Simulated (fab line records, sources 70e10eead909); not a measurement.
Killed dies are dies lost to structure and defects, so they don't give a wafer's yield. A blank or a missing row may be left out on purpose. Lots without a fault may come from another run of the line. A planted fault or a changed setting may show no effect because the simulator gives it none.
Which tool did it? | flow nand_harc | 21 lots, 63 wafers sampled, at 6 steps of a route of 1302

WHAT THE GAUGES READ, wafer by wafer
The record holds no reading of a measuring or inspecting step that can be judged against a usual standard deviation.

WHICH TOOL RAN EACH LOT (tool, then ch and the chambers of the sampled wafers, then the start)
lot  | NHARC_A_STAIRCASE_ETCH_271         | NHARC_A_STAIRCASE_HM_OPEN_460                 | NHARC_A_STAIRCASE_HM_OPEN_463                 | NHARC_A_STAIRCASE_STRIP_316                   | NHARC_A_STAIRCASE_STRIP_476        | NHARC_A_STAIRCASE_CMP_152
L074 | rie_diel-11 ch 0,1,2, day 16 10:24 | rie_diel-13 ch 0,2,3, day 17 11:29 or earlier | rie_diel-11 ch 0,2,3, day 17 11:29 or earlier | rie_diel-11 ch 0,3, day 17 11:29 or earlier   | rie_diel-10 ch 0,3, day 17 11:29   | cmp-03 ch 2,3, day 19 12:22
L075 | rie_diel-11 ch 1,2,3, day 17 01:56 | rie_diel-11 ch 0,1,2, day 17 23:01 or earlier | rie_diel-10 ch 0,1,2, day 17 23:01 or earlier | rie_diel-10 ch 0,1, day 17 23:01 or earlier   | rie_diel-10 ch 0,1,3, day 17 23:01 | cmp-02 ch 0,2,3, day 19 23:26
L076 | rie_diel-10 ch 0,2,3, day 17 06:06 | rie_diel-10 ch 0,2,3, day 18 00:22 or earlier | rie_diel-10 ch 0,1,3, day 18 00:22 or earlier | rie_diel-10 ch 0,1,3, day 18 00:22 or earlier | rie_diel-10 ch 0,1,2, day 18 00:22 | cmp-03 ch 1,2,3, day 19 23:09
L077 | rie_diel-13 ch 1,2,3, day 17 08:03 | rie_diel-11 ch 0,2, day 17 23:20 or earlier   | rie_diel-13 ch 0,2,3, day 17 23:20 or earlier | rie_diel-13 ch 0,1, day 17 23:20 or earlier   | rie_diel-13 ch 1,2,3, day 17 23:20 | cmp-01 ch 1,2, day 19 22:58
L078 | rie_diel-11 ch 1,2,3, day 18 09:23 | rie_diel-11 ch 0,2, day 19 02:50 or earlier   | rie_diel-10 ch 0,1,3, day 19 02:50 or earlier | rie_diel-10 ch 2,3, day 19 02:50 or earlier   | rie_diel-11 ch 1,2,3, day 19 02:50 | cmp-02 ch 0,1,3, day 20 19:09
L079 | rie_diel-13 ch 0,1, day 18 11:17   | rie_diel-13 ch 1,3, day 19 14:26 or earlier   | rie_diel-10 ch 2,3, day 19 14:26 or earlier   | rie_diel-10 ch 1,3, day 19 14:26 or earlier   | rie_diel-11 ch 0,1,3, day 19 14:26 | cmp-02 ch 2,3, day 21 07:01
L080 | rie_diel-10 ch 1,2,3, day 19 08:50 | rie_diel-10 ch 2,3, day 19 15:37              | rie_diel-11 ch 1,2,3, day 20 02:06 or earlier | rie_diel-11 ch 1,2,3, day 20 02:06 or earlier | rie_diel-11 ch 0,1, day 20 02:06   | cmp-01 ch 0,2, day 22 03:06
L081 | rie_diel-13 ch 1,2,3, day 19 20:57 | rie_diel-10 ch 0,1,2, day 20 14:19 or earlier | rie_diel-11 ch 0,2,3, day 20 14:19 or earlier | rie_diel-11 ch 1,2,3, day 20 14:19 or earlier | rie_diel-10 ch 1,2,3, day 20 14:19 | cmp-03 ch 0,1,2, day 22 15:43
L083 | rie_diel-11 ch 0,3, day 20 05:59   | rie_diel-11 ch 0,2,3, day 21 05:22 or earlier | rie_diel-10 ch 0,2,3, day 21 05:22 or earlier | rie_diel-10 ch 1,2, day 21 05:22 or earlier   | rie_diel-10 ch 0,1, day 21 05:22   | cmp-03 ch 0,1,2, day 23 06:08
L082 | rie_diel-13 ch 0,1,3, day 20 07:10 | rie_diel-11 ch 0,1, day 21 06:20 or earlier   | rie_diel-13 ch 1,2, day 21 06:20 or earlier   | rie_diel-13 ch 0,3, day 21 06:20 or earlier   | rie_diel-10 ch 0,1,2, day 21 06:20 | cmp-02 ch 1,3, day 23 05:43
L084 | rie_diel-10 ch 0,1, day 20 17:46   | rie_diel-10 ch 0,1,2, day 21 12:11 or earlier | rie_diel-13 ch 0,1, day 21 12:11 or earlier   | rie_diel-13 ch 1,2, day 21 12:11 or earlier   | rie_diel-10 ch 2,3, day 21 12:11   | cmp-01 ch 0,2,3, day 23 05:21
L085 | rie_diel-11 ch 1,2, day 21 07:21   | rie_diel-11 ch 1,3, day 21 23:38 or earlier   | rie_diel-11 ch 0,2, day 21 23:38 or earlier   | rie_diel-11 ch 0,1,2, day 21 23:38 or earlier | rie_diel-10 ch 1,2, day 21 23:38   | cmp-02 ch 0,2,3, day 23 16:37
L088 | rie_diel-10 ch 0,1,3, day 22 07:31 | rie_diel-10 ch 0,1, day 23 03:28 or earlier   | rie_diel-11 ch 0,2,3, day 23 03:28 or earlier | rie_diel-11 ch 0,2, day 23 03:28 or earlier   | rie_diel-10 ch 1,2,3, day 23 03:28 | cmp-02 ch 0,1,3, day 24 19:58
L089 | rie_diel-13 ch 0,1,3, day 22 07:41 | rie_diel-11 ch 0,2,3, day 23 03:46 or earlier | rie_diel-10 ch 1,2, day 23 03:46 or earlier   | rie_diel-10 ch 0,2,3, day 23 03:46 or earlier | rie_diel-10 ch 0,1,2, day 23 03:46 | cmp-03 ch 0,1, day 24 19:45
L087 | rie_diel-13 ch 1,3, day 22 11:50   | rie_diel-10 ch 1,2, day 23 08:19 or earlier   | rie_diel-10 ch 0,3, day 23 08:19 or earlier   | rie_diel-10 ch 0,1,2, day 23 08:19 or earlier | rie_diel-10 ch 0,2,3, day 23 08:19 | cmp-03 ch 0,1,2, day 25 03:32
L091 | rie_diel-11 ch 2,3, day 23 12:48   | rie_diel-13 ch 1,2, day 24 08:30 or earlier   | rie_diel-10 ch 0,3, day 24 08:30 or earlier   | rie_diel-10 ch 1,2, day 24 08:30 or earlier   | rie_diel-13 ch 0,1,2, day 24 08:30 | cmp-01 ch 0,2,3, day 26 09:55
L090 | rie_diel-13 ch 0,1,3, day 23 15:28 | rie_diel-11 ch 1,2,3, day 24 12:13 or earlier | rie_diel-10 ch 1,2, day 24 12:13 or earlier   | rie_diel-10 ch 1,2,3, day 24 12:13 or earlier | rie_diel-11 ch 1,2,3, day 24 12:13 | cmp-03 ch 0,3, day 26 09:17
L092 | rie_diel-13 ch 0,2,3, day 24 02:05 | rie_diel-11 ch 0,3, day 24 21:44 or earlier   | rie_diel-13 ch 0,3, day 24 21:44 or earlier   | rie_diel-13 ch 0,1, day 24 21:44 or earlier   | rie_diel-13 ch 2,3, day 24 21:44   | cmp-01 ch 0,2,3, day 27 04:50
L094 | rie_diel-13 ch 0,1,2, day 25 06:59 | rie_diel-11 ch 0,1,2, day 26 01:04 or earlier | rie_diel-13 ch 0,1,3, day 26 01:04 or earlier | rie_diel-13 ch 0,1,2, day 26 01:04 or earlier | rie_diel-11 ch 0,2,3, day 26 01:04 | cmp-02 ch 0,2,3, day 27 21:03
L095 | rie_diel-10 ch 0,2, day 25 09:05   | rie_diel-10 ch 0,2, day 26 03:19 or earlier   | rie_diel-11 ch 0,2,3, day 26 03:19 or earlier | rie_diel-11 ch 1,3, day 26 03:19 or earlier   | rie_diel-13 ch 0,2,3, day 26 03:19 | cmp-03 ch 0,2,3, day 27 20:42
L097 | rie_diel-11 ch 0,2,3, day 26 02:59 | rie_diel-13 ch 0,2,3, day 27 02:37 or earlier | rie_diel-13 ch 2,3, day 27 02:37 or earlier   | rie_diel-13 ch 1,2, day 27 02:37 or earlier   | rie_diel-13 ch 1,2, day 27 02:37   | cmp-02 ch 1,3, day 29 00:16
- NHARC_A_STAIRCASE_ETCH_271: etches the open film in CF4/CHF3.
- NHARC_A_STAIRCASE_HM_OPEN_460: chemistry O2/COS.
- NHARC_A_STAIRCASE_HM_OPEN_463: chemistry O2/COS.
- NHARC_A_STAIRCASE_STRIP_316: strips in O2.
- NHARC_A_STAIRCASE_STRIP_476: strips in O2, time 20 s.
- NHARC_A_STAIRCASE_CMP_152: polishes.

WHAT THE TOOLS THEMSELVES READ (means of the sampled wafers that have a number; where no wafer has one, the mark that the record gives instead)
NHARC_A_STAIRCASE_ETCH_271. Usual: drypump_motor_current_A 5.75 A, standard deviation 0.29; oes_product_au 0.950 a.u., standard deviation 0.022; rf_vpp_V 369.7 V, standard deviation 2.5; showerhead_plenum_p_Torr 1.55 Torr, standard deviation 0.071; throttle_valve_pct 16.803 %, standard deviation 0.0091.
lot  | tool        | drypump_motor_current_A (A) | oes_product_au (a.u.) | rf_vpp_V (V) | showerhead_plenum_p_Torr (Torr) | throttle_valve_pct (%) | flag
L074 | rie_diel-11 | 5.86                        | 0.917                 | 369.2        | 1.53                            | 16.808                 |
L075 | rie_diel-11 | 5.79                        | 0.971                 | 369.6        | 1.56                            | 16.805                 |
L076 | rie_diel-10 | 5.62                        | 0.929                 | 368.4        | 1.51                            | 16.800                 |
L077 | rie_diel-13 | 5.74                        | 0.970                 | 367.4        | 1.49                            | 16.804                 |
L078 | rie_diel-11 | 5.77                        | 0.920                 | 369.8        | 1.56                            | 16.799                 |
L079 | rie_diel-13 | 5.66                        | 0.975                 | 367.3        | 1.50                            | 16.813                 |
L080 | rie_diel-10 | 5.61                        | 0.945                 | 371.4        | 1.60                            | 16.799                 |
L081 | rie_diel-13 | 5.75                        | 0.916                 | 367.3        | 1.48                            | 16.795                 |
L083 | rie_diel-11 | 6.08                        | 0.964                 | 372.7        | 1.65                            | 16.805                 |
L082 | rie_diel-13 | 5.58                        | 0.938                 | 368.9        | 1.51                            | 16.803                 |
L084 | rie_diel-10 | 5.55                        | 0.947                 | 370.5        | 1.57                            | 16.803                 |
L085 | rie_diel-11 | 5.78                        | 0.965                 | 370.1        | 1.54                            | 16.806                 |
L088 | rie_diel-10 | 5.71                        | 0.980                 | 369.8        | 1.54                            | 16.804                 |
L089 | rie_diel-13 | 5.62                        | 0.958                 | 367.9        | 1.51                            | 16.807                 |
L087 | rie_diel-13 | 5.50                        | 0.974                 | 369.1        | 1.50                            | 16.801                 |
L091 | rie_diel-11 | 5.94                        | 0.965                 | 369.1        | 1.53                            | 16.800                 |
L090 | rie_diel-13 | 5.61                        | 0.951                 | 368.4        | 1.51                            | 16.798                 |
L092 | rie_diel-13 | 5.77                        | 0.928                 | 371.3        | 1.58                            | 16.804                 |
L094 | rie_diel-13 | 5.84                        | 0.971                 | 370.9        | 1.57                            | 16.798                 |
L095 | rie_diel-10 | 5.38                        | 0.974                 | 372.8        | 1.64                            | 16.804                 |
L097 | rie_diel-11 | 6.01                        | 0.948                 | 371.6        | 1.58                            | 16.805                 |

NHARC_A_STAIRCASE_HM_OPEN_460. Usual: drypump_motor_current_A 5.79 A, standard deviation 0.29; oes_product_au 0.997 a.u., standard deviation 0.011; rf_vpp_V 467 V, standard deviation 3.1; showerhead_plenum_p_Torr 3.10 Torr, standard deviation 0.14; throttle_valve_pct 28.330 %, standard deviation 0.0096.
lot  | tool        | drypump_motor_current_A (A) | oes_product_au (a.u.) | rf_vpp_V (V) | showerhead_plenum_p_Torr (Torr) | throttle_valve_pct (%) | flag
L074 | rie_diel-13 | 5.79                        | 1.001                 | 465          | 3.00                            | 28.333                 |
L075 | rie_diel-11 | 5.88                        | 0.991                 | 465          | 3.04                            | 28.322                 |
L076 | rie_diel-10 | 5.64                        | 1.010                 | 464          | 2.99                            | 28.332                 |
L077 | rie_diel-11 | 6.03                        | 0.994                 | 465          | 2.99                            | 28.332                 |
L078 | rie_diel-11 | 6.06                        | 0.988                 | 465          | 2.99                            | 28.329                 |
L079 | rie_diel-13 | 5.51                        | 0.984                 | 464          | 2.99                            | 28.335                 |
L080 | rie_diel-10 | 5.79                        | 1.007                 | 467          | 3.12                            | 28.331                 |
L081 | rie_diel-10 | 5.48                        | 0.998                 | 469          | 3.19                            | 28.328                 |
L083 | rie_diel-11 | 6.02                        | 1.001                 | 468          | 3.15                            | 28.329                 |
L082 | rie_diel-11 | 5.98                        | 0.985                 | 470          | 3.30                            | 28.340                 |
L084 | rie_diel-10 | 5.48                        | 1.003                 | 468          | 3.19                            | 28.336                 |
L085 | rie_diel-11 | 5.75                        | 0.992                 | 466          | 3.09                            | 28.335                 |
L088 | rie_diel-10 | 5.59                        | 1.015                 | 466          | 3.09                            | 28.328                 |
L089 | rie_diel-11 | 6.05                        | 0.989                 | 468          | 3.14                            | 28.326                 |
L087 | rie_diel-10 | 5.45                        | 1.005                 | 469          | 3.19                            | 28.337                 |
L091 | rie_diel-13 | 5.84                        | 0.991                 | 466          | 3.08                            | 28.319                 |
L090 | rie_diel-11 | 5.77                        | 0.991                 | 466          | 3.07                            | 28.336                 |
L092 | rie_diel-11 | 6.14                        | 0.991                 | 470          | 3.25                            | 28.323                 |
L094 | rie_diel-11 | 5.87                        | 0.994                 | 468          | 3.17                            | 28.328                 |
L095 | rie_diel-10 | 5.49                        | 1.003                 | 468          | 3.16                            | 28.327                 |
L097 | rie_diel-13 | 5.80                        | 0.997                 | 468          | 3.13                            | 28.323                 |

NHARC_A_STAIRCASE_HM_OPEN_463. Usual: drypump_motor_current_A 5.75 A, standard deviation 0.3; oes_product_au 1.000 a.u., standard deviation 0.01; rf_vpp_V 467 V, standard deviation 3.2; showerhead_plenum_p_Torr 3.09 Torr, standard deviation 0.15; throttle_valve_pct 28.330 %, standard deviation 0.0092.
lot  | tool        | drypump_motor_current_A (A) | oes_product_au (a.u.) | rf_vpp_V (V) | showerhead_plenum_p_Torr (Torr) | throttle_valve_pct (%) | flag
L074 | rie_diel-11 | 6.04                        | 0.989                 | 465          | 3.00                            | 28.333                 |
L075 | rie_diel-10 | 5.46                        | 0.995                 | 466          | 3.03                            | 28.330                 |
L076 | rie_diel-10 | 5.71                        | 0.999                 | 467          | 3.07                            | 28.330                 |
L077 | rie_diel-13 | 5.78                        | 1.002                 | 464          | 3.00                            | 28.328                 |
L078 | rie_diel-10 | 5.74                        | 1.003                 | 465          | 3.07                            | 28.337                 |
L079 | rie_diel-10 | 5.81                        | 1.016                 | 468          | 3.12                            | 28.330                 |
L080 | rie_diel-11 | 5.76                        | 1.006                 | 466          | 3.08                            | 28.322                 |
L081 | rie_diel-11 | 6.03                        | 1.004                 | 468          | 3.15                            | 28.333                 |
L083 | rie_diel-10 | 5.65                        | 1.010                 | 469          | 3.14                            | 28.328                 |
L082 | rie_diel-13 | 6.00                        | 0.996                 | 462          | 2.90                            | 28.337                 |
L084 | rie_diel-13 | 5.66                        | 0.997                 | 464          | 2.98                            | 28.331                 |
L085 | rie_diel-11 | 6.13                        | 0.996                 | 469          | 3.25                            | 28.335                 |
L088 | rie_diel-11 | 6.01                        | 0.997                 | 468          | 3.14                            | 28.337                 |
L089 | rie_diel-10 | 5.49                        | 1.002                 | 469          | 3.19                            | 28.327                 |
L087 | rie_diel-10 | 5.75                        | 1.010                 | 466          | 3.05                            | 28.335                 |
L091 | rie_diel-10 | 5.73                        | 1.009                 | 466          | 3.04                            | 28.319                 |
L090 | rie_diel-10 | 5.47                        | 1.004                 | 469          | 3.19                            | 28.333                 |
L092 | rie_diel-13 | 5.55                        | 0.994                 | 465          | 3.01                            | 28.335                 |
L094 | rie_diel-13 | 5.62                        | 1.003                 | 464          | 2.98                            | 28.330                 |
L095 | rie_diel-11 | 6.00                        | 0.999                 | 467          | 3.13                            | 28.330                 |
L097 | rie_diel-13 | 5.94                        | 1.003                 | 469          | 3.23                            | 28.331                 |

NHARC_A_STAIRCASE_STRIP_316. Usual: drypump_motor_current_A 5.75 A, standard deviation 0.28; oes_product_au 0.999 a.u., standard deviation 0.01; rf_vpp_V 57.7 V, standard deviation 0.9; showerhead_plenum_p_Torr 3.49 Torr, standard deviation 0.15; throttle_valve_pct 17.037 %, standard deviation 0.0089.
lot  | tool        | drypump_motor_current_A (A) | oes_product_au (a.u.) | rf_vpp_V (V) | showerhead_plenum_p_Torr (Torr) | throttle_valve_pct (%) | flag
L074 | rie_diel-11 | 6.15                        | 0.994                 | 57.7         | 3.35                            | 17.027                 |
L075 | rie_diel-10 | 5.59                        | 0.998                 | 57.0         | 3.51                            | 17.040                 |
L076 | rie_diel-10 | 5.73                        | 0.992                 | 57.7         | 3.48                            | 17.033                 |
L077 | rie_diel-13 | 5.70                        | 1.002                 | 57.3         | 3.44                            | 17.038                 |
L078 | rie_diel-10 | 5.79                        | 1.004                 | 57.9         | 3.53                            | 17.028                 |
L079 | rie_diel-10 | 5.87                        | 1.009                 | 57.6         | 3.44                            | 17.037                 |
L080 | rie_diel-11 | 5.75                        | 0.983                 | 57.9         | 3.48                            | 17.040                 |
L081 | rie_diel-11 | 5.79                        | 0.992                 | 57.5         | 3.48                            | 17.034                 |
L083 | rie_diel-10 | 5.40                        | 1.000                 | 57.7         | 3.71                            | 17.034                 |
L082 | rie_diel-13 | 5.62                        | 0.991                 | 57.1         | 3.44                            | 17.039                 |
L084 | rie_diel-13 | 5.84                        | 0.994                 | 56.9         | 3.30                            | 17.040                 |
L085 | rie_diel-11 | 5.87                        | 0.990                 | 58.1         | 3.59                            | 17.036                 |
L088 | rie_diel-11 | 6.14                        | 0.999                 | 58.3         | 3.66                            | 17.038                 |
L089 | rie_diel-10 | 5.66                        | 1.007                 | 58.4         | 3.55                            | 17.037                 |
L087 | rie_diel-10 | 5.46                        | 1.009                 | 58.6         | 3.59                            | 17.029                 |
L091 | rie_diel-10 | 5.47                        | 1.001                 | 57.9         | 3.60                            | 17.038                 |
L090 | rie_diel-10 | 5.63                        | 1.008                 | 58.3         | 3.55                            | 17.040                 |
L092 | rie_diel-13 | 5.70                        | 1.002                 | 57.5         | 3.40                            | 17.048                 |
L094 | rie_diel-13 | 5.87                        | 1.005                 | 57.3         | 3.51                            | 17.038                 |
L095 | rie_diel-11 | 5.79                        | 0.991                 | 58.3         | 3.48                            | 17.044                 |
L097 | rie_diel-13 | 6.03                        | 0.994                 | 58.4         | 3.63                            | 17.040                 |

NHARC_A_STAIRCASE_STRIP_476. Usual: drypump_motor_current_A 5.71 A, standard deviation 0.28; oes_product_au 1.000 a.u., standard deviation 0.01; rf_vpp_V 57.7 V, standard deviation 0.78; showerhead_plenum_p_Torr 3.51 Torr, standard deviation 0.16; throttle_valve_pct 17.037 %, standard deviation 0.0097.
lot  | tool        | drypump_motor_current_A (A) | oes_product_au (a.u.) | rf_vpp_V (V) | showerhead_plenum_p_Torr (Torr) | throttle_valve_pct (%) | flag
L074 | rie_diel-10 | 5.89                        | 1.012                 | 58.1         | 3.43                            | 17.030                 |
L075 | rie_diel-10 | 5.73                        | 1.005                 | 57.8         | 3.48                            | 17.043                 |
L076 | rie_diel-10 | 5.48                        | 1.001                 | 56.9         | 3.43                            | 17.033                 |
L077 | rie_diel-13 | 5.76                        | 0.991                 | 57.6         | 3.34                            | 17.026                 |
L078 | rie_diel-11 | 5.79                        | 0.995                 | 58.1         | 3.49                            | 17.041                 |
L079 | rie_diel-11 | 5.87                        | 0.995                 | 58.1         | 3.62                            | 17.034                 |
L080 | rie_diel-11 | 5.73                        | 0.995                 | 57.9         | 3.65                            | 17.033                 |
L081 | rie_diel-10 | 5.66                        | 1.002                 | 57.6         | 3.57                            | 17.025                 |
L083 | rie_diel-10 | 5.58                        | 1.011                 | 58.2         | 3.51                            | 17.040                 |
L082 | rie_diel-10 | 5.53                        | 1.006                 | 57.6         | 3.60                            | 17.043                 |
L084 | rie_diel-10 | 5.57                        | 1.009                 | 57.5         | 3.66                            | 17.035                 |
L085 | rie_diel-10 | 5.45                        | 1.004                 | 58.5         | 3.61                            | 17.040                 |
L088 | rie_diel-10 | 5.66                        | 1.003                 | 57.7         | 3.56                            | 17.036                 |
L089 | rie_diel-10 | 5.48                        | 0.998                 | 58.0         | 3.59                            | 17.037                 |
L087 | rie_diel-10 | 5.65                        | 1.011                 | 57.7         | 3.55                            | 17.042                 |
L091 | rie_diel-13 | 5.86                        | 1.002                 | 57.2         | 3.52                            | 17.036                 |
L090 | rie_diel-11 | 5.76                        | 0.998                 | 56.7         | 3.47                            | 17.033                 |
L092 | rie_diel-13 | 5.94                        | 1.003                 | 58.0         | 3.66                            | 17.030                 |
L094 | rie_diel-11 | 6.02                        | 0.985                 | 57.4         | 3.54                            | 17.030                 |
L095 | rie_diel-13 | 5.79                        | 0.997                 | 58.0         | 3.54                            | 17.044                 |
L097 | rie_diel-13 | 5.83                        | 0.982                 | 57.8         | 3.46                            | 17.031                 |

NHARC_A_STAIRCASE_CMP_152. Usual: motor_current_A 11.6 A, standard deviation 1.3; slurry_flow_ml_min 150.0, standard deviation 0.47.
lot  | tool   | motor_current_A (A) | slurry_flow_ml_min | flag
L074 | cmp-03 | 11.9                | 150.2              |
L075 | cmp-02 | 11.7                | 149.6              |
L076 | cmp-03 | 10.9                | 149.6              |
L077 | cmp-01 | 12.4                | 149.8              |
L078 | cmp-02 | 12.4                | 150.1              |
L079 | cmp-02 | 11.8                | 150.3              |
L080 | cmp-01 | 10.9                | 149.6              |
L081 | cmp-03 | 11.0                | 149.6              |
L083 | cmp-03 | 11.1                | 150.4              |
L082 | cmp-02 | 12.1                | 149.5              |
L084 | cmp-01 | 10.8                | 150.1              |
L085 | cmp-02 | 11.9                | 150.3              |
L088 | cmp-02 | 12.5                | 150.3              |
L089 | cmp-03 | 10.1                | 150.1              |
L087 | cmp-03 | 10.7                | 149.8              |
L091 | cmp-01 | 10.8                | 149.6              |
L090 | cmp-03 | 11.5                | 149.7              |
L092 | cmp-01 | 10.5                | 150.0              |
L094 | cmp-02 | 11.6                | 150.1              |
L095 | cmp-03 | 11.6                | 150.0              |
L097 | cmp-02 | 13.4                | 149.7              |

THE ANSWER, worked out from the rows above alone
Rule: a lot is off if the mean of its wafers that have a number lies more than 3 standard deviations from the usual mean. A lot without any number at a reading at which 4 lots or more have one is off too. The other lots that the step has rows for count as sound. The gauges are gone through in route order, then the tools' own readings, and for those a lot's mean is taken as printed above. The first step at which some lot is off is used, and at that step the reading that is off furthest; a lot without a number counts as furthest.
No lot is off at any reading shown: from this, nothing can be told.

WHAT THE SIMULATOR HAD PUT IN
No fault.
